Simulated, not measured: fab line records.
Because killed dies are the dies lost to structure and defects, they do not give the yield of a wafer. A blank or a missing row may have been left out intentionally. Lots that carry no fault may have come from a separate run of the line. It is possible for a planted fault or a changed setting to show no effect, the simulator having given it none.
Chamber matching    flow n5-finfet    ald-hk-02 running N5_HKMG_FIN_ALD_75: 4 sister chambers
The step deposits Al2O3, target thk 1 nm, co reactant pulse time 1 s. 18 wafers are shown with their chamber, then 9 later ones without.

== WAFERS, EACH WITH ITS CHAMBER ==
wafer   chamber  heater-power-outer-w (W)  heater-power-w (W)  precursor-pulse-height-rel
L077.3  3        84                        157                 0.974
L077.4  0        78                        142                 0.972
L077.5  1        73                        150                 1.042
L079.3  3        85                        154                 1.018
L079.4  1        73                        150                 1.023
L079.6  2        77                        156                 0.989
L082.1  0        77                        146                 1.021
L082.4  3        86                        152                 1.001
L082.6  2        78                        159                 0.990
L083.1  3        84                        156                 0.996
L083.2  0        76                        146                 0.991
L083.6  0        77                        143                 1.004
L084.2  3        84                        155                 0.974
L084.4  2        77                        154                 0.995
L084.5  2        79                        154                 1.026
L085.1  2        78                        161                 1.016
L085.3  3        85                        152                 0.981
L085.6  0        77                        145                 0.984

SIGNATURES, as means of the wafers listed above
reading                     chamber 0  chamber 1  chamber 2  chamber 3  scatter within a chamber
heater-power-outer-w        77.00      73.00      77.80      84.67      0.762
heater-power-w              144.40     150.00     156.80     154.33     2.29
precursor-pulse-height-rel  0.99440    1.03250    1.00320    0.99067    0.0174
Rule: for each reading, subtract the chamber's mean from the wafer's reading, divide by that reading's scatter and square the result; add these up over the readings and take the root, which gives the wafer's distance from the chamber. The wafer belongs to the nearest chamber; if the next one is less than 2 further off, it can't be placed. The scatter: the root of (the sum of the squares of (reading less its chamber's mean) over the shown wafers, divided by (wafers less chambers)).

== WAFERS MISSING THEIR CHAMBER ==
wafer   heater-power-outer-w (W)  heater-power-w (W)  precursor-pulse-height-rel
L086.2  87                        153                 0.973
L086.3  77                        152                 1.032
L086.4  74                        152                 1.037
L088.3  78                        152                 0.985
L088.5  85                        152                 1.009
L088.6  78                        145                 1.011
L090.1  87                        153                 0.978
L090.2  73                        148                 1.028
L090.6  75                        152                 1.035

== CHAMBER TAKEN BY EACH ==
wafer   from the rows above      in truth
L086.2  3                        3
L086.3  can't be placed: 2 or 0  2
L086.4  1                        1
L088.3  can't be placed: 2 or 0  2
L088.5  3                        3
L088.6  0                        0
L090.1  3                        3
L090.2  1                        1
L090.6  can't be placed: 1 or 2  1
Correct placement for 6 of the 9. These rows do not allow placing 3 (true chamber among the candidates in 3). Placed wrongly: 0.
